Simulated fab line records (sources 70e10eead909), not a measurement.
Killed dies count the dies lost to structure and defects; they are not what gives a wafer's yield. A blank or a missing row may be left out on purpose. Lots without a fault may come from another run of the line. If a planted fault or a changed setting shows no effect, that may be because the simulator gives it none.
Matching of chambers || flow nand_harc || rie_diel-07 running NHARC_A_M0_ETCH_34: 4 sister chambers
The step etches the open film in N2/H2, target depth 40 nm, overetch 12 nm, time 43.94 s. 4 wafers are shown with their chamber, then 9 later ones without.

EACH WAFER AND ITS CHAMBER
{"wafer": "L088.6", "chamber": 3, "showerhead_plenum_p_Torr (Torr)": 2.07}
{"wafer": "L090.1", "chamber": 1, "showerhead_plenum_p_Torr (Torr)": 2.16}
{"wafer": "L090.3", "chamber": 0, "showerhead_plenum_p_Torr (Torr)": 2.13}
{"wafer": "L090.5", "chamber": 2, "showerhead_plenum_p_Torr (Torr)": 2.09}

WAFERS WITH NO CHAMBER GIVEN
{"wafer": "L092.1", "showerhead_plenum_p_Torr (Torr)": 2.07}
{"wafer": "L092.2", "showerhead_plenum_p_Torr (Torr)": 2.13}
{"wafer": "L092.3", "showerhead_plenum_p_Torr (Torr)": 2.09}
{"wafer": "L096.3", "showerhead_plenum_p_Torr (Torr)": 2.07}
{"wafer": "L096.4", "showerhead_plenum_p_Torr (Torr)": 2.16}
{"wafer": "L096.5", "showerhead_plenum_p_Torr (Torr)": 2.09}
{"wafer": "L097.1", "showerhead_plenum_p_Torr (Torr)": 2.16}
{"wafer": "L097.4", "showerhead_plenum_p_Torr (Torr)": 2.08}
{"wafer": "L097.5", "showerhead_plenum_p_Torr (Torr)": 2.08}

CHAMBER TAKEN BY EACH
{"wafer": "L092.1", "from the rows above": 3, "in truth": 3}
{"wafer": "L092.2", "from the rows above": 0, "in truth": 0}
{"wafer": "L092.3", "from the rows above": 2, "in truth": 2}
{"wafer": "L096.3", "from the rows above": 3, "in truth": 3}
{"wafer": "L096.4", "from the rows above": 1, "in truth": 1}
{"wafer": "L096.5", "from the rows above": 2, "in truth": 2}
{"wafer": "L097.1", "from the rows above": 1, "in truth": 1}
{"wafer": "L097.4", "from the rows above": "can't be placed: 2 or 3", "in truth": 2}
{"wafer": "L097.5", "from the rows above": "can't be placed: 2 or 3", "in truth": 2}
Correct placement for 7 of the 9. Not placeable from these rows: 2 (in 2, the candidates include the true chamber). 0 placed wrongly.
How it was worked out, from the rows above alone: a wafer's distance from a chamber is the root of the sum, over the readings, of the square of ((its reading less the chamber's mean) divided by the reading's scatter). If the next closest chamber is less than 2 further off than the closest, the wafer can't be placed; otherwise it belongs to the closest. A chamber's mean is the mean of its shown wafers. The scatter: with one shown wafer a chamber, the root of the mean of the squares of how far each hidden wafer lies from its nearest shown one.
